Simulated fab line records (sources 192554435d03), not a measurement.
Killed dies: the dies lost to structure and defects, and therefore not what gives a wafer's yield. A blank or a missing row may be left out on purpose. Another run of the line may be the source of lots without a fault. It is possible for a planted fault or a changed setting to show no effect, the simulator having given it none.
The tool behind it: which one? || flow n5-finfet || 9 lots with 27 wafers sampled at 5 steps, on a route of 1938 steps

## WHAT EACH GAUGE READ, for each wafer
N5_WELL_APT_INSPECT_27: inspects for defects (macro). Usual: raw-defect-count reads 1.8 (standard deviation 1.4).
{"lot": "L832", "measured": "day 1 15:02", "on": "defect-inspect-01", "raw-defect-count": "3 5 0", "flag": ""}
{"lot": "L835", "measured": "day 2 08:53", "on": "defect-inspect-02", "raw-defect-count": "2 1 1", "flag": ""}
{"lot": "L836", "measured": "day 2 14:56", "on": "defect-inspect-01", "raw-defect-count": "3 1 2", "flag": ""}
{"lot": "L839", "measured": "day 3 09:08", "on": "defect-inspect-01", "raw-defect-count": "1 4 2", "flag": ""}
{"lot": "L842", "measured": "day 4 03:14", "on": "defect-inspect-01", "raw-defect-count": "4 1 1", "flag": ""}
{"lot": "L844", "measured": "day 4 15:02", "on": "defect-inspect-01", "raw-defect-count": "3 0 3", "flag": ""}
{"lot": "L847", "measured": "day 5 08:53", "on": "defect-inspect-01", "raw-defect-count": "1 0 2", "flag": ""}
{"lot": "L851", "measured": "day 6 09:41", "on": "defect-inspect-01", "raw-defect-count": "4 2 2", "flag": ""}
{"lot": "L854", "measured": "day 7 03:17", "on": "defect-inspect-02", "raw-defect-count": "0 2 0", "flag": ""}

N5_BEOL_M4_RC_MEAS_101. Usual: DIBL_N 37.5 mV/V, standard deviation 2.5; DIBL_P 38 mV/V, standard deviation 3.1; IOFF_N 0.19 nA/um, standard deviation 0.059; IOFF_P 0.24 nA/um, standard deviation 0.061; ION_N 679 uA/um, standard deviation 16; ION_P 465 uA/um, standard deviation 9.8; RS_PWELL 3012 ohm/sq, standard deviation 23; SS_N 72.0 mV/dec, standard deviation 0.8; SS_P 73.7 mV/dec, standard deviation 0.86; VT_N 248 mV, standard deviation 4.5; VT_P -249 mV, standard deviation 3.5.
{"lot": "L832", "measured": "day 7 19:21", "on": "prober-02", "DIBL_N (mV/V)": "34.1 37.8 39.7", "DIBL_P (mV/V)": "36 37 40", "IOFF_N (nA/um)": "0.12 0.18 0.23", "IOFF_P (nA/um)": "0.20 0.22 0.27", "ION_N (uA/um)": "659 678 679", "ION_P (uA/um)": "459 466 459", "RS_PWELL (ohm/sq)": "2995 3026 2994", "SS_N (mV/dec)": "70.6 72.3 72.7", "SS_P (mV/dec)": "72.8 73.5 74.2", "VT_N (mV)": "254 251 248", "VT_P (mV)": "-249 -250 -245", "flag": ""}
{"lot": "L835", "measured": "day 8 20:26", "on": "prober-01", "DIBL_N (mV/V)": "35.7 33.3 37.1", "DIBL_P (mV/V)": "36 34 38", "IOFF_N (nA/um)": "0.15 0.11 0.18", "IOFF_P (nA/um)": "0.19 0.17 0.24", "ION_N (uA/um)": "673 651 669", "ION_P (uA/um)": "458 455 461", "RS_PWELL (ohm/sq)": "2992 2997 3012", "SS_N (mV/dec)": "71.9 70.6 71.6", "SS_P (mV/dec)": "72.4 71.8 73.8", "VT_N (mV)": "253 255 248", "VT_P (mV)": "-250 -253 -249", "flag": ""}
{"lot": "L836", "measured": "day 8 20:35", "on": "prober-02", "DIBL_N (mV/V)": "37.5 41.0 37.7", "DIBL_P (mV/V)": "38 43 38", "IOFF_N (nA/um)": "0.19 0.31 0.18", "IOFF_P (nA/um)": "0.24 0.37 0.25", "ION_N (uA/um)": "679 711 683", "ION_P (uA/um)": "463 480 469", "RS_PWELL (ohm/sq)": "3013 3015 3020", "SS_N (mV/dec)": "71.3 72.8 72.1", "SS_P (mV/dec)": "73.4 75.0 73.4", "VT_N (mV)": "249 238 248", "VT_P (mV)": "-248 -242 -247", "flag": ""}
{"lot": "L839", "measured": "day 10 05:40", "on": "prober-02", "DIBL_N (mV/V)": "35.9 37.2 33.6", "DIBL_P (mV/V)": "37 37 34", "IOFF_N (nA/um)": "0.16 0.19 0.11", "IOFF_P (nA/um)": "0.20 0.20 0.17", "ION_N (uA/um)": "667 680 659", "ION_P (uA/um)": "459 461 451", "RS_PWELL (ohm/sq)": "3001 3009 2986", "SS_N (mV/dec)": "72.3 72.0 70.9", "SS_P (mV/dec)": "73.8 73.0 73.0", "VT_N (mV)": "251 249 255", "VT_P (mV)": "-252 -251 -254", "flag": ""}
{"lot": "L842", "measured": "day 11 11:34", "on": "prober-01", "DIBL_N (mV/V)": "39.7 33.7 36.6", "DIBL_P (mV/V)": "42 34 38", "IOFF_N (nA/um)": "0.30 0.13 0.21", "IOFF_P (nA/um)": "0.37 0.19 0.29", "ION_N (uA/um)": "716 671 702", "ION_P (uA/um)": "484 461 486", "RS_PWELL (ohm/sq)": "3812 3868 3808", "SS_N (mV/dec)": "72.8 72.0 71.9", "SS_P (mV/dec)": "74.3 72.9 74.4", "VT_N (mV)": "239 252 241", "VT_P (mV)": "-239 -251 -244", "flag": "OFF"}
{"lot": "L844", "measured": "day 11 13:14", "on": "prober-02", "DIBL_N (mV/V)": "35.6 34.6 37.2", "DIBL_P (mV/V)": "35 34 38", "IOFF_N (nA/um)": "0.15 0.14 0.18", "IOFF_P (nA/um)": "0.17 0.17 0.22", "ION_N (uA/um)": "660 672 678", "ION_P (uA/um)": "448 453 450", "RS_PWELL (ohm/sq)": "3818 3882 3828", "SS_N (mV/dec)": "71.4 71.0 71.9", "SS_P (mV/dec)": "73.2 72.5 73.9", "VT_N (mV)": "250 248 246", "VT_P (mV)": "-255 -255 -250", "flag": "OFF"}
{"lot": "L847", "measured": "day 11 18:13", "on": "prober-01", "DIBL_N (mV/V)": "39.9 39.4 39.4", "DIBL_P (mV/V)": "42 43 43", "IOFF_N (nA/um)": "0.28 0.25 0.26", "IOFF_P (nA/um)": "0.31 0.32 0.32", "ION_N (uA/um)": "702 690 686", "ION_P (uA/um)": "470 468 470", "RS_PWELL (ohm/sq)": "2993 2995 3007", "SS_N (mV/dec)": "72.3 71.7 72.6", "SS_P (mV/dec)": "74.8 75.0 74.6", "VT_N (mV)": "242 246 243", "VT_P (mV)": "-245 -244 -246", "flag": ""}
{"lot": "L851", "measured": "day 13 00:09", "on": "prober-02", "DIBL_N (mV/V)": "37.6 35.7 37.4", "DIBL_P (mV/V)": "37 34 36", "IOFF_N (nA/um)": "0.19 0.16 0.20", "IOFF_P (nA/um)": "0.24 0.21 0.24", "ION_N (uA/um)": "683 667 685", "ION_P (uA/um)": "463 462 466", "RS_PWELL (ohm/sq)": "3022 3018 3042", "SS_N (mV/dec)": "72.1 71.5 72.0", "SS_P (mV/dec)": "73.9 73.3 73.8", "VT_N (mV)": "249 249 244", "VT_P (mV)": "-249 -250 -250", "flag": ""}
{"lot": "L854", "measured": "day 14 00:07", "on": "prober-02", "DIBL_N (mV/V)": "37.5 34.7 37.5", "DIBL_P (mV/V)": "39 35 40", "IOFF_N (nA/um)": "0.18 0.13 0.19", "IOFF_P (nA/um)": "0.22 0.17 0.26", "ION_N (uA/um)": "679 673 677", "ION_P (uA/um)": "466 459 463", "RS_PWELL (ohm/sq)": "2990 3005 2987", "SS_N (mV/dec)": "72.5 71.5 72.1", "SS_P (mV/dec)": "73.7 73.4 74.5", "VT_N (mV)": "251 254 248", "VT_P (mV)": "-252 -252 -249", "flag": ""}

## TOOL THAT RAN EACH LOT (tool first, then ch and the chambers of the sampled wafers, then the start)
{"lot": "L832", "N5_WELL_APT_DESCUM_30": "rie-diel-03 ch 2,3, day 1 15:16", "N5_WELL_APT_IMPLANT_31": "implanter-02 ch 0, day 1 15:22", "N5_PMOS_HMC_CHANNEL_EPI_HM_DEP_34": "pecvd-01 ch 0,1,2, day 1 16:56"}
{"lot": "L835", "N5_WELL_APT_DESCUM_30": "rie-diel-03 ch 1,2, day 2 08:55", "N5_WELL_APT_IMPLANT_31": "implanter-02 ch 0, day 2 09:01", "N5_PMOS_HMC_CHANNEL_EPI_HM_DEP_34": "pecvd-04 ch 0,1,2, day 2 10:41"}
{"lot": "L836", "N5_WELL_APT_DESCUM_30": "rie-diel-01 ch 1,3, day 2 14:59", "N5_WELL_APT_IMPLANT_31": "implanter-02 ch 0, day 2 15:07", "N5_PMOS_HMC_CHANNEL_EPI_HM_DEP_34": "pecvd-01 ch 0,1, day 2 16:41"}
{"lot": "L839", "N5_WELL_APT_DESCUM_30": "rie-diel-01 ch 0,1,2, day 3 09:35", "N5_WELL_APT_IMPLANT_31": "implanter-02 ch 0, day 3 09:41", "N5_PMOS_HMC_CHANNEL_EPI_HM_DEP_34": "pecvd-04 ch 0,2, day 3 11:28"}
{"lot": "L842", "N5_WELL_APT_DESCUM_30": "rie-diel-05 ch 1,2, day 4 03:16", "N5_WELL_APT_IMPLANT_31": "implanter-02 ch 0, day 4 03:23", "N5_PMOS_HMC_CHANNEL_EPI_HM_DEP_34": "pecvd-04 ch 0,1, day 4 04:57"}
{"lot": "L844", "N5_WELL_APT_DESCUM_30": "rie-diel-01 ch 0,1,3, day 4 15:10", "N5_WELL_APT_IMPLANT_31": "implanter-02 ch 0, day 4 15:16", "N5_PMOS_HMC_CHANNEL_EPI_HM_DEP_34": "pecvd-01 ch 0,1,2, day 4 17:10"}
{"lot": "L847", "N5_WELL_APT_DESCUM_30": "rie-diel-05 ch 1,2, day 5 08:55", "N5_WELL_APT_IMPLANT_31": "implanter-01 ch 0, day 5 09:02", "N5_PMOS_HMC_CHANNEL_EPI_HM_DEP_34": "pecvd-01 ch 0,1,2, day 5 10:38"}
{"lot": "L851", "N5_WELL_APT_DESCUM_30": "rie-diel-01 ch 0,1,3, day 6 09:43", "N5_WELL_APT_IMPLANT_31": "implanter-01 ch 0, day 6 09:52", "N5_PMOS_HMC_CHANNEL_EPI_HM_DEP_34": "pecvd-04 ch 1,2, day 6 11:23"}
{"lot": "L854", "N5_WELL_APT_DESCUM_30": "rie-diel-01 ch 1,2, day 7 03:26", "N5_WELL_APT_IMPLANT_31": "implanter-01 ch 0, day 7 03:34", "N5_PMOS_HMC_CHANNEL_EPI_HM_DEP_34": "pecvd-04 ch 0,1, day 7 05:07"}
- N5_WELL_APT_DESCUM_30: chemistry O2, time 7.9 s.
- N5_WELL_APT_IMPLANT_31
- N5_PMOS_HMC_CHANNEL_EPI_HM_DEP_34: deposits SiO2 from TEOS/O2, target thk 36 nm, time 6.9 s.

## WHAT THE TOOLS THEMSELVES READ (means of the sampled wafers that have a number; where no wafer has one, the mark that the record gives instead)
N5_WELL_APT_DESCUM_30. Usual: value, then standard deviation, for each; bias-power-w 20.00 W / 0.063; drypump-motor-current-A 5.6 A / 0.41; oes-product-au 0.75 a.u. / 0.082; rf-vpp-V 243.0 V / 1.5; showerhead-plenum-p-Torr 2.10 Torr / 0.078; temp-c 40.00 C / 0.12; throttle-valve-pct 20.59 % / 0.3.
{"lot": "L832", "tool": "rie-diel-03", "bias-power-w (W)": 20.02, "drypump-motor-current-A (A)": 5.8, "oes-product-au (a.u.)": 0.75, "rf-vpp-V (V)": 242.3, "showerhead-plenum-p-Torr (Torr)": 2.06, "temp-c (C)": 40.09, "throttle-valve-pct (%)": 20.44, "flag": ""}
{"lot": "L835", "tool": "rie-diel-03", "bias-power-w (W)": 20.00, "drypump-motor-current-A (A)": 5.7, "oes-product-au (a.u.)": 0.69, "rf-vpp-V (V)": 241.4, "showerhead-plenum-p-Torr (Torr)": 1.97, "temp-c (C)": 40.07, "throttle-valve-pct (%)": 20.47, "flag": ""}
{"lot": "L836", "tool": "rie-diel-01", "bias-power-w (W)": 19.96, "drypump-motor-current-A (A)": 5.4, "oes-product-au (a.u.)": 0.80, "rf-vpp-V (V)": 244.5, "showerhead-plenum-p-Torr (Torr)": 2.15, "temp-c (C)": 39.99, "throttle-valve-pct (%)": 20.37, "flag": ""}
{"lot": "L839", "tool": "rie-diel-01", "bias-power-w (W)": 20.00, "drypump-motor-current-A (A)": 5.6, "oes-product-au (a.u.)": 0.70, "rf-vpp-V (V)": 243.4, "showerhead-plenum-p-Torr (Torr)": 2.12, "temp-c (C)": 40.05, "throttle-valve-pct (%)": 20.91, "flag": ""}
{"lot": "L842", "tool": "rie-diel-05", "bias-power-w (W)": 19.98, "drypump-motor-current-A (A)": 5.6, "oes-product-au (a.u.)": 0.74, "rf-vpp-V (V)": 242.5, "showerhead-plenum-p-Torr (Torr)": 2.07, "temp-c (C)": 40.03, "throttle-valve-pct (%)": 20.62, "flag": ""}
{"lot": "L844", "tool": "rie-diel-01", "bias-power-w (W)": 19.99, "drypump-motor-current-A (A)": 5.5, "oes-product-au (a.u.)": 0.72, "rf-vpp-V (V)": 244.6, "showerhead-plenum-p-Torr (Torr)": 2.15, "temp-c (C)": 39.85, "throttle-valve-pct (%)": 20.61, "flag": ""}
{"lot": "L847", "tool": "rie-diel-05", "bias-power-w (W)": 20.05, "drypump-motor-current-A (A)": 5.6, "oes-product-au (a.u.)": 0.77, "rf-vpp-V (V)": 242.2, "showerhead-plenum-p-Torr (Torr)": 2.07, "temp-c (C)": 40.05, "throttle-valve-pct (%)": 20.63, "flag": ""}
{"lot": "L851", "tool": "rie-diel-01", "bias-power-w (W)": 20.00, "drypump-motor-current-A (A)": 5.4, "oes-product-au (a.u.)": 0.72, "rf-vpp-V (V)": 243.5, "showerhead-plenum-p-Torr (Torr)": 2.15, "temp-c (C)": 40.05, "throttle-valve-pct (%)": 20.64, "flag": ""}
{"lot": "L854", "tool": "rie-diel-01", "bias-power-w (W)": 19.92, "drypump-motor-current-A (A)": 5.6, "oes-product-au (a.u.)": 0.69, "rf-vpp-V (V)": 240.9, "showerhead-plenum-p-Torr (Torr)": 2.06, "temp-c (C)": 40.12, "throttle-valve-pct (%)": 21.04, "flag": ""}

N5_WELL_APT_IMPLANT_31. Usual: dose-ions-cm2 1.4997e+13, standard deviation 1.5e+10; faraday-current-uA 190, standard deviation 3.9.
{"lot": "L832", "tool": "implanter-02", "dose-ions-cm2": 1.4997e+13, "faraday-current-uA": 188, "flag": ""}
{"lot": "L835", "tool": "implanter-02", "dose-ions-cm2": 1.4994e+13, "faraday-current-uA": 188, "flag": ""}
{"lot": "L836", "tool": "implanter-02", "dose-ions-cm2": 1.5011e+13, "faraday-current-uA": 194, "flag": ""}
{"lot": "L839", "tool": "implanter-02", "dose-ions-cm2": 1.4987e+13, "faraday-current-uA": 193, "flag": ""}
{"lot": "L842", "tool": "implanter-02", "dose-ions-cm2": 1.0056e+13, "faraday-current-uA": 128, "flag": "OFF"}
{"lot": "L844", "tool": "implanter-02", "dose-ions-cm2": 1.0049e+13, "faraday-current-uA": 128, "flag": "OFF"}
{"lot": "L847", "tool": "implanter-01", "dose-ions-cm2": 1.5020e+13, "faraday-current-uA": 192, "flag": ""}
{"lot": "L851", "tool": "implanter-01", "dose-ions-cm2": 1.5001e+13, "faraday-current-uA": 190, "flag": ""}
{"lot": "L854", "tool": "implanter-01", "dose-ions-cm2": 1.4984e+13, "faraday-current-uA": 191, "flag": ""}

N5_PMOS_HMC_CHANNEL_EPI_HM_DEP_34. Usual: heater-power-outer-w 274 W, standard deviation 59; heater-power-w 503 W, standard deviation 75; showerhead-plenum-p-Torr 8.337 Torr, standard deviation 0.027; throttle-valve-pct 18.9 %, standard deviation 1.2.
{"lot": "L832", "tool": "pecvd-01", "heater-power-outer-w (W)": 284, "heater-power-w (W)": 516, "showerhead-plenum-p-Torr (Torr)": 8.353, "throttle-valve-pct (%)": 18.4, "flag": ""}
{"lot": "L835", "tool": "pecvd-04", "heater-power-outer-w (W)": 210, "heater-power-w (W)": 425, "showerhead-plenum-p-Torr (Torr)": 8.330, "throttle-valve-pct (%)": 19.3, "flag": ""}
{"lot": "L836", "tool": "pecvd-01", "heater-power-outer-w (W)": 261, "heater-power-w (W)": 514, "showerhead-plenum-p-Torr (Torr)": 8.352, "throttle-valve-pct (%)": 18.3, "flag": ""}
{"lot": "L839", "tool": "pecvd-04", "heater-power-outer-w (W)": 256, "heater-power-w (W)": 453, "showerhead-plenum-p-Torr (Torr)": 8.317, "throttle-valve-pct (%)": 19.8, "flag": ""}
{"lot": "L842", "tool": "pecvd-04", "heater-power-outer-w (W)": 203, "heater-power-w (W)": 424, "showerhead-plenum-p-Torr (Torr)": 8.333, "throttle-valve-pct (%)": 19.2, "flag": ""}
{"lot": "L844", "tool": "pecvd-01", "heater-power-outer-w (W)": 256, "heater-power-w (W)": 480, "showerhead-plenum-p-Torr (Torr)": 8.345, "throttle-valve-pct (%)": 18.1, "flag": ""}
{"lot": "L847", "tool": "pecvd-01", "heater-power-outer-w (W)": 244, "heater-power-w (W)": 450, "showerhead-plenum-p-Torr (Torr)": 8.352, "throttle-valve-pct (%)": 18.0, "flag": ""}
{"lot": "L851", "tool": "pecvd-04", "heater-power-outer-w (W)": 245, "heater-power-w (W)": 469, "showerhead-plenum-p-Torr (Torr)": 8.343, "throttle-valve-pct (%)": 19.4, "flag": ""}
{"lot": "L854", "tool": "pecvd-04", "heater-power-outer-w (W)": 229, "heater-power-w (W)": 456, "showerhead-plenum-p-Torr (Torr)": 8.329, "throttle-valve-pct (%)": 19.3, "flag": ""}

## THE ANSWER, worked out from the rows above alone
Rule: a lot counts as off when the mean over its wafers that have a number is more than 3 standard deviations away from the usual mean. A lot without any number at a reading at which 4 lots or more have one is off too. Where the step has rows for the other lots, those lots are counted as sound. Order of review: gauges by route order, followed by the tools' own readings, for which a lot's mean as printed above is used. At the first step where some lot is off, the reading lying furthest off is the one used; lots without a number count as furthest.
Off: L842, L844, at N5_BEOL_M4_RC_MEAS_101 (RS_PWELL).
A tool fits if, at a process step before that reading, it ran every lot that is off, and no sound lot after the first of them. The gauges at N5_BEOL_M4_RC_MEAS_101 aren't tried: what is off there is off at N5_WELL_APT_IMPLANT_31 too, on other tools, and a gauge's error can't cause that. One fits: implanter-02 at N5_WELL_APT_IMPLANT_31. Its last sound lot is L839 (day 3 09:41), its first lot that is off L842 (day 4 03:23): a fault that began between those two fits.
The tool's own readings at N5_WELL_APT_IMPLANT_31 bear it out: on the lots that are off they differ by more than 5 times the standard deviation of the sound lots' means. dose-ions-cm2 reads 1.0052e+13 there against 1.4999e+13 on the sound lots; faraday-current-uA reads 128 there against 191 on the sound lots.

## WHAT HAD BEEN PUT IN BY THE SIMULATOR
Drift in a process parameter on implanter-02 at N5_WELL_APT_IMPLANT_31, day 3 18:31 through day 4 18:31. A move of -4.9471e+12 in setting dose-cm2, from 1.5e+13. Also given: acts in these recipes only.
Shown lots that were struck: L842, L844. The same result came from the rule above.
